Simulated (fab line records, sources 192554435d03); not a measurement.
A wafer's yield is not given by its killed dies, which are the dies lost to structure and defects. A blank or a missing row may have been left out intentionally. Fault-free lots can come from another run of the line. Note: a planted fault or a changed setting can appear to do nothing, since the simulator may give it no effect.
fab line records	flow n5_finfet
[record] lots = 4	wafers = 12	last_day = 17
route steps=1938 shown BEOL_M4@1099 BEOL_M5@1112 BEOL_M10@1530 PASSIVATION@1936
lots that met no fault: from a run of the same line without faults
start_h: the number of hours between the record's first day and the start of the first shown wafer of the lot	wait_h: how many hours have passed since the lot's step before this one	" identical to the entry in the row above	L1.1+2: one row covering several wafers at once	- no value, or no start given	* or withheld: withheld	< > ~ a bound
route shown NAME@n: a module of which the file shows steps, and the number in the route of the first	usual: average and standard deviation across the fault-free wafers	same: alike in all rows	chamber/n: place in a boat	sites: readings site by site	_std_site: standard deviation of those values	_edge_site: mean of outer sites minus mean of inner sites	radius_mm: how far each site lies from the wafer's centre	mask NAME#n: copy n	behind: tool/chamber where the wafer was last shaped	hold: cause of the lot's hold/its duration in hours/its outcome	device: whichever transistor did not switch (one of n, p or np)	end of line: the same wafers' tests at the end of the route	a step given without rows: its recipe and nothing more	killed: not the wafer's yield, but the dies lost to structure and defects at the first sort	map: a wafer's dies, x killed, . not, _ none there
set.NAME: the setting as run; set.NAME@STEP: as run at that earlier step	model.NAME: the simulator's own value behind a step, which no gauge read
a table for each step, a row for each wafer; lots at some steps of the route
services: from which hour (start_h, from the record's first day; less than 0 if before it) a tool's chamber was out of use, for how many hours, and why
[[steps]]
[step N5_BEOL_M4_ANNEAL_95]
[recipe] temp_c = 400	time_s = 240	ambient = vacuum
[step N5_BEOL_M4_SPUTTER_96]
[recipe] material = Cu	target_thk_a = 45	temp_c = -20	chamber_pressure_pa = 0.07	power_w = withheld	time_s = 8.29
[step N5_BEOL_M4_ECD_50]
[recipe] material = Cu	target_thk_a = 3000
[step N5_BEOL_M4_ANNEAL_51]
[recipe] temp_c = 225	time_s = 90	ambient = N2
[step N5_BEOL_M4_CMP_52]
[recipe] stop_on = SiOC	t_overpolish_s = 6.8	down_force_psi = 1	platen_rpm = 50	clearing_platen_down_force_psi = 1.5	clearing_platen_rpm = 50	post_cmp_clean = cu_alkaline	target_thk_nm = 40	clearing_platen_pad_velocity_m_s = 0.99484	pad_velocity_m_s = 0.99484
[step N5_BEOL_M4_PRE_CLEAN_60]
[recipe] gas = NH3/H2	time_s = 15	temp_c = *	rf_power_w = 300
[step N5_BEOL_M4_CO_CAP_55]
[recipe] material = Co	target_thk_a = 20	temp_c = 200	precursor = CCTBA/H2	pressure_torr = 30	time_s = 102.1
[step N5_BEOL_M4_PRE_CLEAN_56]
[recipe] gas = NH3	time_s = 15	temp_c = withheld	rf_power_w = 300
[step N5_BEOL_M4_DEP_57]
[recipe] material = SiCN	target_thk_a = 80	temp_c = withheld	precursor = 3MS/NH3	pressure_torr = 3	rf_w = 202	time_s = 14
[step N5_BEOL_M4_RC_MEAS_101]
[usual] DIBL_N = 36.3/1.6	DIBL_P = 36.2/2.1	IOFF_N = 0.16/0.031	IOFF_P = 0.21/0.034	ION_N = 673/11	ION_P = 461/7.4	SS_N = 71.6/0.55	SS_P = 73.3/0.66	VT_N = 251/3.2	VT_P = -251/3.5
lot.wafer	tool	chamber	start_h	wait_h	DIBL_N[mV/V]	DIBL_P[mV/V]	IOFF_N[nA/um]	IOFF_P[nA/um]	ION_N[uA/um]	ION_P[uA/um]	SS_N[mV/dec]	SS_P[mV/dec]	VT_N[mV]	VT_P[mV]
L457.2	prober-02	0	185.20	0.2	34.9	34.7	0.14	0.20	666	457	71.0	72.7	253	-249
L457.4	"	0	"	"	35.7	36.1	0.14	0.22	671	463	71.3	73.4	255	-248
L457.5	"	0	"	"	34.6	34.3	0.13	0.19	663	460	70.6	73.1	254	-250
L460.1	prober-01	0	204.72	0.0	36.9	36.4	0.16	0.19	688	456	71.2	72.5	251	-254
L460.3	"	0	"	"	34.4	33.3	0.12	0.16	669	458	71.0	72.1	255	-258
L460.5	"	0	"	"	36.8	36.8	0.16	0.21	687	463	70.9	73.3	248	-252
L472.2	prober-01	0	269.09	0.2	38.2	39.2	0.19	0.24	690	466	72.3	75.1	248	-252
L472.3	"	0	"	"	36.2	36.6	0.15	0.20	673	456	72.1	73.4	249	-250
L472.4	"	0	"	"	36.3	36.1	0.14	0.19	660	457	72.2	73.7	254	-251
L476.1	prober-01	0	297.85	0.0	35.5	35.7	0.15	0.17	680	464	71.4	72.9	250	-256
L476.4	"	0	"	"	37.2	38.6	0.20	0.23	682	467	71.6	74.1	247	-250
L476.5	"	0	"	"	38.1	39.8	0.20	0.25	686	470	72.0	74.1	247	-250
[step N5_BEOL_M5_ILD_DEP_00]
[recipe] material = SiCOH_lowk	target_thk_a = 1406.4	temp_c = 300	precursor = DEMS/porogen	pressure_torr = 5	rf_w = 500	time_s = 25.9
[step N5_BEOL_M5_CURE_79]
[recipe] temp_c = 385	time_s = 240	ambient = He/Ar	material = SiCOH_lowk
[step N5_BEOL_M5_PECVD_70]
[recipe] material = SiO2	target_thk_a = 160	temp_c = 400	precursor = TEOS/O2	pressure_torr = 5.5	rf_w = 450	teos_flow_sccm = 53.8	gas = O2	flow_sccm = 3000	time_s = 18
[step N5_BEOL_M5_HM_DEP_02]
[recipe] material = TiN	target_thk_a = 200	temp_c = 25	chamber_pressure_pa = 0.49996
[step N5_BEOL_M5_COAT_59]
[recipe] resist = SOC	temp_c = 250	time_s = 60	spin_rpm = 1500	resist_thk_nm = 60
[step N5_BEOL_M5_COAT_60]
[recipe] resist = SiARC	temp_c = 220	time_s = 60	spin_rpm = 1500	resist_thk_nm = 12
[step N5_BEOL_M5_COAT_71]
[recipe] resist = underlayer	temp_c = 205	time_s = 60	spin_rpm = 1500	resist_thk_nm = 5
[step N5_BEOL_M5_COAT_05]
[recipe] resist = CAR-EUV	spin_rpm = 1500	resist_thk_nm = 30
[step N5_BEOL_M5_EBR_07]
[recipe] solvent = PGMEA	ebr_width_mm = 1.5
[step N5_BEOL_M5_SOFTBAKE_06]
[recipe] temp_c = 110	time_s = 60	resist = CAR-EUV
[step N5_BEOL_M5_EXPOSE_08]
[recipe] mask_id = M5	na = 0.33	source_shape = annular	sigma_inner = 0.4	sigma_outer = 0.8	polarization = unpolarized	target_cd_nm = 28	dose_mj = 35.75
[step N5_BEOL_M5_PEB_09]
[recipe] peb_temp_c = 100	peb_time_s = 60	resist = CAR-EUV
[step N5_BEOL_M5_DEVELOP_10]
[recipe] develop_time_s = 30	developer = TMAH	resist = CAR-EUV	rinse_liquid = surfactant_rinse	dry = air_spin	dev_temp_c = 23
[step N5_BEOL_M5_DESCUM_16]
[recipe] chemistry = O2	time_s = 7	source_power_w = 50	bias_power_w = 20	pressure_mtorr = 20	rf_frequency_hz = 2.712e+07	temp_c = 40	resist = CAR-EUV	o2_flow_sccm = 225
[step N5_BEOL_M5_ETCH_72]
[recipe] chemistry = N2/H2	target = underlayer	target_depth_a = 65	mask_material = CAR-EUV	time_s = 5.2	ion_energy_ev = 200	pressure_mtorr = 30	source_w = 840	bias_w = 150	n2_flow_sccm = 200	h2_flow_sccm = 200	ends = cleared
[step N5_BEOL_M5_ETCH_61]
[recipe] chemistry = CF4	target = SiARC	target_depth_a = 156	mask_material = CAR-EUV	time_s = 26	ion_energy_ev = 80	pressure_mtorr = 40	source_w = 545	bias_w = 36	Ar_flow_sccm = 100	cf4_flow_sccm = 100	ends = cleared
[step N5_BEOL_M5_ETCH_62]
[recipe] chemistry = N2/H2	target = SOC	target_depth_a = 750	overetch_a = 150	mask_material = SiARC	temp_c = 40	time_s = 112.5	ion_energy_ev = 200	pressure_mtorr = 30	source_w = 840	bias_w = 150	n2_flow_sccm = 200	h2_flow_sccm = 200
[step N5_BEOL_M5_STRIP_63]
[recipe] chemistry = N2/H2	temp_c = 40	n2_flow_sccm = 200	h2_flow_sccm = 200	rf_frequency_hz = 6e+07
[step N5_BEOL_M5_STRIP_73]
[recipe] chemistry = N2/H2	temp_c = 40	n2_flow_sccm = 200	h2_flow_sccm = 200	rf_frequency_hz = 6e+07
[step N5_BEOL_M5_STRIP_64]
[recipe] chemistry = CF4	resist = SiARC	power_w = 300	bias_power_w = 75	pressure_mtorr = 50	cf4_flow_sccm = 150	rf_frequency_hz = 6e+07
[step N5_BEOL_M5_HM_OPEN_17]
[recipe] chemistry = Cl2/BCl3	target_depth_a = 200	overetch_a = 60	target = TiN	mask_material = SOC	ion_energy_ev = 150	pressure_mtorr = 10	icp_w = 1000	bias_w = 126	Cl2_flow_sccm = 53.25	bcl3_flow_sccm = 21.75	Ar_flow_sccm = 25
[step N5_BEOL_M5_STRIP_19]
[recipe] chemistry = O2	power_w = 400	temp_c = 40	pressure_mtorr = 30	rf_frequency_hz = 6e+07	bias_power_w = 0	overash_fraction = 0.2	o2_flow_sccm = 225
[step N5_BEOL_M5_COAT_65]
[recipe] resist = SOC	temp_c = 250	time_s = 60	spin_rpm = 1500	resist_thk_nm = 60
[step N5_BEOL_M5_COAT_66]
[recipe] resist = SiARC	temp_c = 220	time_s = 60	spin_rpm = 1500	resist_thk_nm = 12
[step N5_BEOL_M10_CMP_52]
[recipe] stop_on = SiCOH_lowk	t_overpolish_s = 7	down_force_psi = 1	platen_rpm = 50	clearing_platen_down_force_psi = 1.5	clearing_platen_rpm = 50	post_cmp_clean = cu_alkaline	target_thk_nm = 140	clearing_platen_pad_velocity_m_s = 0.99484	pad_velocity_m_s = 0.99484
[usual] barrier_field_endpoint_s = 28.6/0.74	motor_current_A = 5.9/0.64	overpolish_run_s = 7.000/0.0096	time_to_endpoint_s = 65/3.2
lot.wafer	tool	chamber	start_h	wait_h	barrier_field_endpoint_s	motor_current_A	overpolish_run_s	time_to_endpoint_s
L457.2	cmp-02	2	242.30	0.3	46.8	5.6	0.035	85
L457.4	"	3	"	"	30.2	6.7	6.999	73
L457.5	"	1	"	"	46.8	5.0	0.034	86
L460.1	cmp-02	1	253.99	0.3	28.5	4.9	7.003	66
L460.3	"	3	"	"	30.3	6.6	7.016	73
L460.5	"	0	"	"	46.8	5.9	0.047	86
L472.3	cmp-04	3	313.45	0.2	28.5	7.3	6.984	60
L472.4	"	0	"	"	28.1	6.4	7.009	63
L472.2	"	1	"	"	28.4	6.4	6.981	68
L476.4	cmp-02	0	353.62	0.2	28.7	6.0	7.013	62
L476.1	"	1	"	"	27.8	5.0	7.000	64
L476.5	"	0	"	"	28.8	6.1	6.997	61
[step N5_BEOL_M10_THK_MEAS_53]
[recipe] thk_meas_gauge = xrf	reads = Cu_of_BEOL_M10_ECD_50
[usual] M10_THK = 142/4
lot.wafer	tool	chamber	start_h	wait_h	M10_THK[nm]
L457.2	film_metro-01	-	242.52	-	261
L457.4	"	-	"	"	143
L457.5	"	-	"	"	269
L460.1	film_metro-01	-	254.25	-	139
L460.3	"	-	"	"	139
L460.5	"	-	"	"	248
L472.2	film_metro-02	-	313.71	-	150
L472.3	"	-	"	"	147
L472.4	"	-	"	"	140
L476.1	film_metro-02	-	353.88	-	143
L476.4	"	-	"	"	148
L476.5	"	-	"	"	147
[step N5_BEOL_M10_INSPECT_58]
[recipe] inspect_instrument = darkfield	mode = post_dep
[usual] raw_defect_count = 69/24
lot.wafer	tool	chamber	start_h	wait_h	raw_defect_count
L457.2	defect_inspect-02	-	242.68	0.0	2236
L457.4	"	-	"	"	50
L457.5	"	-	"	"	2244
L460.1	defect_inspect-01	-	254.41	0.0	46
L460.3	"	-	"	"	29
L460.5	"	-	"	"	2290
L472.2	defect_inspect-02	-	313.87	0.0	64
L472.3	"	-	"	"	56
L472.4	"	-	"	"	99
L476.1	defect_inspect-02	-	354.04	0.0	51
L476.4	"	-	"	"	56
L476.5	"	-	"	"	88
[step N5_PASSIVATION_PROBE_49]
[usual] defect_limited_yield = 91.5/1.5	killed_at_M0_to_M3 = 32/9.4	killed_at_M4_up = 12/5.1	killed_at_contacts = 11/7.4	killed_at_front_end = 41/11	killed_at_other = 3.4/2.5	killed_dies = 100/17	killed_on_rim = 13/4.4	killed_open = 65/14	killed_short = 33/7	sort_bin_5_function = 4.9/0.96	sort_bin_6_memory = 3.1/0.7	sort_n_pass = 1080/17	sort_yield_pct = 91.5/1.5
[same] gross_dies = 1180	killed_at_back_side = 0	sort_bin_4_leakage[%] = 0	sort_bin_8_speed[%] = 0
lot.wafer	tool	chamber	start_h	wait_h	defect_limited_yield[%]	killed_at_M0_to_M3	killed_at_M4_up	killed_at_contacts	killed_at_front_end	killed_at_other	killed_dies	killed_on_rim	killed_open	killed_short	sort_bin_5_function[%]	sort_bin_6_memory[%]	sort_n_pass	sort_yield_pct[%]
L457.2	prober-02	-	289.77	0.1	0	48	1070	14	44	4	1180	152	77	43	5.2	4.8	0	0
L457.4	prober-02	-	289.87	0.2	91.0	23	9	7	63	4	106	10	71	34	5.5	3.1	1074	91.0
L457.5	prober-02	-	289.92	0.2	0	23	1085	23	44	5	1180	152	83	27	6.0	3.3	0	0
L460.1	prober-02	-	297.61	0.0	90.6	26	16	12	52	5	111	17	74	24	5.0	3.2	1069	90.6
L460.3	prober-02	-	297.71	0.1	91.5	32	7	3	56	2	100	14	64	27	4.2	3.2	1080	91.5
L460.5	prober-02	-	297.81	0.2	0	39	1092	14	30	5	1180	152	63	37	4.8	3.0	0	0
L472.2	prober-02	-	355.39	0.1	95.3	19	5	8	22	2	56	2	34	22	3.0	1.7	1124	95.3
L472.3	prober-02	-	355.44	0.1	90.7	33	18	6	44	9	110	11	65	45	5.6	3.1	1070	90.7
L472.4	prober-02	-	355.49	0.2	91.7	41	14	8	33	2	98	10	66	32	4.7	3.1	1082	91.7
L476.1	prober-02	-	401.05	0.0	92.0	33	12	6	35	8	94	13	61	33	4.4	3.2	1086	92.0
L476.4	prober-02	-	401.20	0.2	95.2	14	13	3	26	1	57	5	32	25	2.8	1.9	1123	95.2
L476.5	prober-02	-	401.25	0.2	91.3	25	18	11	43	6	103	20	75	28	4.7	4.0	1077	91.3
// killed by level:class
L457.2 BEOL_M10:area_cmp=1060 STI_FIN_REVEAL:geometric_particle:open=20 BEOL_M0_SAQP:geometric_particle:short=16 MOL_CONTACT_COAG:geometric_particle:open=13 BEOL_M0_SAQP:geometric_particle:open=12 GATE_CUT:geometric_particle:short=6 BEOL_M3:geometric_particle:open=6 BEOL_M4:geometric_particle:open=5
L457.4 STI_FIN_REVEAL:geometric_particle:open=21 GATE_CUT:geometric_particle:short=11 FIN_SAQP:geometric_particle:open=9 MOL_CONTACT_COAG:geometric_particle:open=6 BEOL_M0_SAQP:geometric_particle:open=6 STI_FIN_REVEAL:geometric_particle:short=5 GATE_CUT:geometric_particle:open=5 BEOL_M2:geometric_particle:open=5
L457.5 BEOL_M10:area_cmp=1068 MOL_CONTACT_COAG:geometric_particle:open=20 BEOL_M4:geometric_particle:open=10 FIN_SAQP:geometric_particle:open=8 STI_FIN_REVEAL:geometric_particle:open=7 BEOL_M1:geometric_particle:open=7 GATE_CUT:geometric_particle:open=6 BEOL_M3:geometric_particle:open=6
L460.1 MOL_CONTACT_COAG:geometric_particle:open=11 STI_FIN_REVEAL:geometric_particle:open=10 HKMG_FIN:area_etch=10 BEOL_M4:geometric_particle:open=9 FIN_SAQP:geometric_particle:short=8 FIN_SAQP:geometric_particle:open=8 BEOL_M0_SAQP:geometric_particle:open=8 BEOL_M1:geometric_particle:open=6
L460.3 FIN_SAQP:geometric_particle:open=15 BEOL_M3:geometric_particle:open=11 HKMG_FIN:area_etch=9 FIN_SAQP:geometric_particle:short=6 STI_FIN_REVEAL:geometric_particle:open=6 STARTING-WAFER:geometric_particle:open=6 BEOL_M1:geometric_particle:open=5 BEOL_M0_SAQP:geometric_particle:short=4
L460.5 BEOL_M10:area_cmp=1079 MOL_CONTACT_COAG:geometric_particle:open=11 FIN_SAQP:geometric_particle:short=10 FIN_SAQP:geometric_particle:open=8 BEOL_M0_SAQP:geometric_particle:short=8 BEOL_M0_SAQP:geometric_particle:open=7 BEOL_M1:geometric_particle:open=7 STI_FIN_REVEAL:geometric_particle:open=6
L472.2 BEOL_M0_SAQP:geometric_particle:open=4 MOL_CONTACT_COAG:geometric_particle:open=4 MOL_CONTACT_COAG:geometric_particle:short=4 BEOL_M2:geometric_particle:open=4 FIN_SAQP:geometric_particle:short=3 ILD0:geometric_particle:short=3 BEOL_M1:geometric_particle:open=3 BEOL_M3:geometric_particle:open=3
L472.3 FIN_SAQP:geometric_particle:open=13 BEOL_M0_SAQP:geometric_particle:short=8 BEOL_M0_SAQP:geometric_particle:open=8 BEOL_M4:geometric_particle:open=8 MIM_TOP_ETCH:geometric_particle:short=6 FIN_SAQP:geometric_particle:short=5 DUMMY_GATE:geometric_particle:open=5 GATE_CUT:geometric_particle:short=5
L472.4 FIN_SAQP:geometric_particle:open=8 BEOL_M0_SAQP:geometric_particle:open=8 BEOL_M0_SAQP:geometric_particle:short=8 BEOL_M2:geometric_particle:open=7 MOL_CONTACT_COAG:geometric_particle:open=6 BEOL_M3:geometric_particle:open=6 FIN_SAQP:geometric_particle:short=5 BEOL_M1:geometric_particle:open=5
L476.1 DUMMY_GATE:geometric_particle:open=9 BEOL_M1:geometric_particle:open=8 BEOL_M0_SAQP:geometric_particle:short=7 BEOL_M1:geometric_particle:short=7 FIN_SAQP:geometric_particle:open=5 FIN_SAQP:geometric_particle:short=5 STARTING-WAFER:geometric_particle:open=5 MOL_CONTACT_COAG:geometric_particle:open=4
L476.4 FIN_SAQP:geometric_particle:short=7 FIN_SAQP:geometric_particle:open=5 BEOL_M1:geometric_particle:open=5 BEOL_M5:geometric_particle:open=5 ILD0:geometric_particle:short=3 BEOL_M0_SAQP:geometric_particle:short=3 BEOL_M1:geometric_particle:short=3 BEOL_M4:geometric_particle:open=3
L476.5 DUMMY_GATE:geometric_particle:open=10 BEOL_M4:geometric_particle:open=9 MOL_CONTACT_COAG:geometric_particle:open=8 STARTING-WAFER:geometric_particle:open=7 FIN_SAQP:geometric_particle:open=6 BEOL_M0_SAQP:geometric_particle:open=6 BEOL_M1:geometric_particle:open=6 PAD_METAL:geometric_particle:open=6
// map L457.2 (x killed, . not)
_________________xxxxxxxxxxxx________________
______________xxxxxxxxxxxxxxxxxx_____________
___________xxxxxxxxxxxxxxxxxxxxxxxx__________
__________xxxxxxxxxxxxxxxxxxxxxxxxxx_________
________xxxxxxxxxxxxxxxxxxxxxxxxxxxxxx_______
_______xxxxxxxxxxxxxxxxxxxxxxxxxxxxxxxx______
______xxxxxxxxxxxxxxxxxxxxxxxxxxxxxxxxxx_____
_____xxxxxxxxxxxxxxxxxxxxxxxxxxxxxxxxxxxx____
____xxxxxxxxxxxxxxxxxxxxxxxxxxxxxxxxxxxxxx___
___xxxxxxxxxxxxxxxxxxxxxxxxxxxxxxxxxxxxxxxx__
___xxxxxxxxxxxxxxxxxxxxxxxxxxxxxxxxxxxxxxxx__
__xxxxxxxxxxxxxxxxxxxxxxxxxxxxxxxxxxxxxxxxxx_
__xxxxxxxxxxxxxxxxxxxxxxxxxxxxxxxxxxxxxxxxxx_
_xxxxxxxxxxxxxxxxxxxxxxxxxxxxxxxxxxxxxxxxxxxx
_xxxxxxxxxxxxxxxxxxxxxxxxxxxxxxxxxxxxxxxxxxxx
_xxxxxxxxxxxxxxxxxxxxxxxxxxxxxxxxxxxxxxxxxxxx
_xxxxxxxxxxxxxxxxxxxxxxxxxxxxxxxxxxxxxxxxxxxx
_xxxxxxxxxxxxxxxxxxxxxxxxxxxxxxxxxxxxxxxxxxxx
_xxxxxxxxxxxxxxxxxxxxxxxxxxxxxxxxxxxxxxxxxxxx
_xxxxxxxxxxxxxxxxxxxxxxxxxxxxxxxxxxxxxxxxxxxx
_xxxxxxxxxxxxxxxxxxxxxxxxxxxxxxxxxxxxxxxxxxxx
__xxxxxxxxxxxxxxxxxxxxxxxxxxxxxxxxxxxxxxxxxx_
__xxxxxxxxxxxxxxxxxxxxxxxxxxxxxxxxxxxxxxxxxx_
___xxxxxxxxxxxxxxxxxxxxxxxxxxxxxxxxxxxxxxxx__
___xxxxxxxxxxxxxxxxxxxxxxxxxxxxxxxxxxxxxxxx__
____xxxxxxxxxxxxxxxxxxxxxxxxxxxxxxxxxxxxxx___
_____xxxxxxxxxxxxxxxxxxxxxxxxxxxxxxxxxxxx____
______xxxxxxxxxxxxxxxxxxxxxxxxxxxxxxxxxx_____
_______xxxxxxxxxxxxxxxxxxxxxxxxxxxxxxxx______
________xxxxxxxxxxxxxxxxxxxxxxxxxxxxxx_______
__________xxxxxxxxxxxxxxxxxxxxxxxxxx_________
___________xxxxxxxxxxxxxxxxxxxxxxxx__________
______________xxxxxxxxxxxxxxxxxx_____________
_________________xxxxxxxxxxxx________________
// map L460.5 (x killed, . not)
_________________xxxxxxxxxxxx________________
______________xxxxxxxxxxxxxxxxxx_____________
___________xxxxxxxxxxxxxxxxxxxxxxxx__________
__________xxxxxxxxxxxxxxxxxxxxxxxxxx_________
________xxxxxxxxxxxxxxxxxxxxxxxxxxxxxx_______
_______xxxxxxxxxxxxxxxxxxxxxxxxxxxxxxxx______
______xxxxxxxxxxxxxxxxxxxxxxxxxxxxxxxxxx_____
_____xxxxxxxxxxxxxxxxxxxxxxxxxxxxxxxxxxxx____
____xxxxxxxxxxxxxxxxxxxxxxxxxxxxxxxxxxxxxx___
___xxxxxxxxxxxxxxxxxxxxxxxxxxxxxxxxxxxxxxxx__
___xxxxxxxxxxxxxxxxxxxxxxxxxxxxxxxxxxxxxxxx__
__xxxxxxxxxxxxxxxxxxxxxxxxxxxxxxxxxxxxxxxxxx_
__xxxxxxxxxxxxxxxxxxxxxxxxxxxxxxxxxxxxxxxxxx_
_xxxxxxxxxxxxxxxxxxxxxxxxxxxxxxxxxxxxxxxxxxxx
_xxxxxxxxxxxxxxxxxxxxxxxxxxxxxxxxxxxxxxxxxxxx
_xxxxxxxxxxxxxxxxxxxxxxxxxxxxxxxxxxxxxxxxxxxx
_xxxxxxxxxxxxxxxxxxxxxxxxxxxxxxxxxxxxxxxxxxxx
_xxxxxxxxxxxxxxxxxxxxxxxxxxxxxxxxxxxxxxxxxxxx
_xxxxxxxxxxxxxxxxxxxxxxxxxxxxxxxxxxxxxxxxxxxx
_xxxxxxxxxxxxxxxxxxxxxxxxxxxxxxxxxxxxxxxxxxxx
_xxxxxxxxxxxxxxxxxxxxxxxxxxxxxxxxxxxxxxxxxxxx
__xxxxxxxxxxxxxxxxxxxxxxxxxxxxxxxxxxxxxxxxxx_
__xxxxxxxxxxxxxxxxxxxxxxxxxxxxxxxxxxxxxxxxxx_
___xxxxxxxxxxxxxxxxxxxxxxxxxxxxxxxxxxxxxxxx__
___xxxxxxxxxxxxxxxxxxxxxxxxxxxxxxxxxxxxxxxx__
____xxxxxxxxxxxxxxxxxxxxxxxxxxxxxxxxxxxxxx___
_____xxxxxxxxxxxxxxxxxxxxxxxxxxxxxxxxxxxx____
______xxxxxxxxxxxxxxxxxxxxxxxxxxxxxxxxxx_____
_______xxxxxxxxxxxxxxxxxxxxxxxxxxxxxxxx______
________xxxxxxxxxxxxxxxxxxxxxxxxxxxxxx_______
__________xxxxxxxxxxxxxxxxxxxxxxxxxx_________
___________xxxxxxxxxxxxxxxxxxxxxxxx__________
______________xxxxxxxxxxxxxxxxxx_____________
_________________xxxxxxxxxxxx________________
[[services]]
tool	chamber	start_h	hours	kind
cmp-02	-	237.54	0.3	repair
cmp-04	-	316.37	0.6	repair
cmp-04	-	351.75	4.9	pm
[[key]]
[first_sign] step = N5_BEOL_M10_CMP_52	reading = overpolish_run_s	direction = down	sigmas = 99+	usual = 7.000	struck = 0.039
[effect] step = N5_BEOL_M10_CMP_52	reading = barrier_field_endpoint_s	direction = up	sigmas = 25	usual = 28.6	struck = 46.8
[effect] step = N5_BEOL_M10_THK_MEAS_53	reading = M10_THK	direction = up	sigmas = 29	usual = 142	struck = 259
[effect] step = N5_BEOL_M10_INSPECT_58	reading = raw_defect_count	direction = up	sigmas = 92	usual = 69	struck = 2257
[effect] step = N5_PASSIVATION_PROBE_49	reading = killed_at_M4_up	direction = up	sigmas = 99+	usual = 12	struck = 1082
[more_kills_born_at] N5_BEOL_M10_CMP_52@cmp-02 = 3207
met_at N5_BEOL_M10_CMP_52
struck_wafers L457.2,L457.5,L460.5
later_rows_left_out L457.2,L457.5,L460.5
[baseline_loss] step = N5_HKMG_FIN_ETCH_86	wafers = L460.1
[fault] kind = process_parameter_drift	tool = cmp-02	chamber = -	onset_h = 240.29	steps = N5_BEOL_M10_CMP_52	channel = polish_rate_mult	offset = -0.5	shape = step	end_h = 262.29	scope = struck_wafers_only
// later_rows_left_out: the simulator's readings of these wafers behind a module that went badly wrong aren't trusted and aren't shown, but for the sort
// baseline_loss: these wafers lose ten dies or more at that step, a loss of the line's own and not of a fault; the sort's usual values leave them out
